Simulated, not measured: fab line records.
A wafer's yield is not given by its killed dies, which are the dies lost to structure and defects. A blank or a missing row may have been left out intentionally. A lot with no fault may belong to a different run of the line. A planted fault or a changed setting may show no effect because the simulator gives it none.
Matching of chambers || flow n5Finfet || N5_BEOL_M7_DESCUM_33 on rieDiel-06: 4 sister chambers
The step chemistry O2, time 7 s. 20 wafers are shown with their chamber, then 10 later ones without.

## WAFERS, EACH WITH ITS CHAMBER
{"wafer": "L074.2", "chamber": 1, "drypumpMotorCurrentA (A)": 5.7, "showerheadPlenumPTorr (Torr)": 2.23, "throttleValvePct (%)": 20.22}
{"wafer": "L074.3", "chamber": 0, "drypumpMotorCurrentA (A)": 5.4, "showerheadPlenumPTorr (Torr)": 2.07, "throttleValvePct (%)": 20.65}
{"wafer": "L074.4", "chamber": 1, "drypumpMotorCurrentA (A)": 5.7, "showerheadPlenumPTorr (Torr)": 2.23, "throttleValvePct (%)": 20.21}
{"wafer": "L075.4", "chamber": 3, "drypumpMotorCurrentA (A)": 5.1, "showerheadPlenumPTorr (Torr)": 2.06, "throttleValvePct (%)": 20.36}
{"wafer": "L075.5", "chamber": 0, "drypumpMotorCurrentA (A)": 5.4, "showerheadPlenumPTorr (Torr)": 2.07, "throttleValvePct (%)": 20.68}
{"wafer": "L075.6", "chamber": 1, "drypumpMotorCurrentA (A)": 5.7, "showerheadPlenumPTorr (Torr)": 2.23, "throttleValvePct (%)": 20.23}
{"wafer": "L078.1", "chamber": 2, "drypumpMotorCurrentA (A)": 5.8, "showerheadPlenumPTorr (Torr)": 2.11, "throttleValvePct (%)": 20.54}
{"wafer": "L078.3", "chamber": 0, "drypumpMotorCurrentA (A)": 5.4, "showerheadPlenumPTorr (Torr)": 2.07, "throttleValvePct (%)": 20.67}
{"wafer": "L078.4", "chamber": 3, "drypumpMotorCurrentA (A)": 5.2, "showerheadPlenumPTorr (Torr)": 2.05, "throttleValvePct (%)": 20.38}
{"wafer": "L089.3", "chamber": 2, "drypumpMotorCurrentA (A)": 5.8, "showerheadPlenumPTorr (Torr)": 2.10, "throttleValvePct (%)": 20.58}
{"wafer": "L089.4", "chamber": 1, "drypumpMotorCurrentA (A)": 5.7, "showerheadPlenumPTorr (Torr)": 2.22, "throttleValvePct (%)": 20.26}
{"wafer": "L089.5", "chamber": 2, "drypumpMotorCurrentA (A)": 5.8, "showerheadPlenumPTorr (Torr)": 2.10, "throttleValvePct (%)": 20.55}
{"wafer": "L087.2", "chamber": 0, "drypumpMotorCurrentA (A)": 5.4, "showerheadPlenumPTorr (Torr)": 2.06, "throttleValvePct (%)": 20.72}
{"wafer": "L087.4", "chamber": 2, "drypumpMotorCurrentA (A)": 5.8, "showerheadPlenumPTorr (Torr)": 2.10, "throttleValvePct (%)": 20.57}
{"wafer": "L087.5", "chamber": 0, "drypumpMotorCurrentA (A)": 5.4, "showerheadPlenumPTorr (Torr)": 2.06, "throttleValvePct (%)": 20.71}
{"wafer": "L088.2", "chamber": 3, "drypumpMotorCurrentA (A)": 5.2, "showerheadPlenumPTorr (Torr)": 2.05, "throttleValvePct (%)": 20.41}
{"wafer": "L088.3", "chamber": 2, "drypumpMotorCurrentA (A)": 5.8, "showerheadPlenumPTorr (Torr)": 2.10, "throttleValvePct (%)": 20.56}
{"wafer": "L088.5", "chamber": 1, "drypumpMotorCurrentA (A)": 5.7, "showerheadPlenumPTorr (Torr)": 2.22, "throttleValvePct (%)": 20.27}
{"wafer": "L090.2", "chamber": 0, "drypumpMotorCurrentA (A)": 5.4, "showerheadPlenumPTorr (Torr)": 2.06, "throttleValvePct (%)": 20.71}
{"wafer": "L090.3", "chamber": 2, "drypumpMotorCurrentA (A)": 5.8, "showerheadPlenumPTorr (Torr)": 2.10, "throttleValvePct (%)": 20.56}

SIGNATURES (averages over the wafers above)
{"reading": "drypumpMotorCurrentA", "chamber 0": 5.400, "chamber 1": 5.700, "chamber 2": 5.800, "chamber 3": 5.167, "scatter within a chamber": 0.0204}
{"reading": "showerheadPlenumPTorr", "chamber 0": 2.0650, "chamber 1": 2.2260, "chamber 2": 2.1017, "chamber 3": 2.0533, "scatter within a chamber": 0.00512}
{"reading": "throttleValvePct", "chamber 0": 20.6900, "chamber 1": 20.2380, "chamber 2": 20.5600, "chamber 3": 20.3833, "scatter within a chamber": 0.0234}
Rule: for each reading, subtract the chamber's mean from the wafer's reading, divide by that reading's scatter and square the result; add these up over the readings and take the root, which gives the wafer's distance from the chamber. If the next closest chamber is less than 2 further off than the closest, the wafer can't be placed; otherwise it belongs to the closest. The scatter is the square root of a quotient: the sum, over the shown wafers, of each reading's squared deviation from its chamber's mean, divided by wafers minus chambers.

## WAFERS MISSING THEIR CHAMBER
{"wafer": "L090.4", "drypumpMotorCurrentA (A)": 5.2, "showerheadPlenumPTorr (Torr)": 2.05, "throttleValvePct (%)": 20.42}
{"wafer": "L093.1", "drypumpMotorCurrentA (A)": 5.2, "showerheadPlenumPTorr (Torr)": 2.05, "throttleValvePct (%)": 20.42}
{"wafer": "L093.3", "drypumpMotorCurrentA (A)": 5.4, "showerheadPlenumPTorr (Torr)": 2.06, "throttleValvePct (%)": 20.72}
{"wafer": "L093.6", "drypumpMotorCurrentA (A)": 5.4, "showerheadPlenumPTorr (Torr)": 2.06, "throttleValvePct (%)": 20.71}
{"wafer": "L095.2", "drypumpMotorCurrentA (A)": 5.4, "showerheadPlenumPTorr (Torr)": 2.06, "throttleValvePct (%)": 20.72}
{"wafer": "L095.3", "drypumpMotorCurrentA (A)": 5.7, "showerheadPlenumPTorr (Torr)": 2.22, "throttleValvePct (%)": 20.30}
{"wafer": "L095.6", "drypumpMotorCurrentA (A)": 5.2, "showerheadPlenumPTorr (Torr)": 2.04, "throttleValvePct (%)": 20.42}
{"wafer": "L096.4", "drypumpMotorCurrentA (A)": 5.4, "showerheadPlenumPTorr (Torr)": 2.06, "throttleValvePct (%)": 20.35}
{"wafer": "L096.5", "drypumpMotorCurrentA (A)": 5.8, "showerheadPlenumPTorr (Torr)": 2.09, "throttleValvePct (%)": 20.57}
{"wafer": "L096.6", "drypumpMotorCurrentA (A)": 5.1, "showerheadPlenumPTorr (Torr)": 2.04, "throttleValvePct (%)": 20.43}

## CHAMBER TAKEN BY EACH
{"wafer": "L090.4", "from the rows above": 3, "in truth": 3}
{"wafer": "L093.1", "from the rows above": 3, "in truth": 3}
{"wafer": "L093.3", "from the rows above": 0, "in truth": 0}
{"wafer": "L093.6", "from the rows above": 0, "in truth": 0}
{"wafer": "L095.2", "from the rows above": 0, "in truth": 0}
{"wafer": "L095.3", "from the rows above": 1, "in truth": 1}
{"wafer": "L095.6", "from the rows above": 3, "in truth": 3}
{"wafer": "L096.4", "from the rows above": 3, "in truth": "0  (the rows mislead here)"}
{"wafer": "L096.5", "from the rows above": 2, "in truth": 2}
{"wafer": "L096.6", "from the rows above": 3, "in truth": 3}
Correct placement for 9 of the 10. Not placeable from these rows: 0. Number placed wrongly: 1.
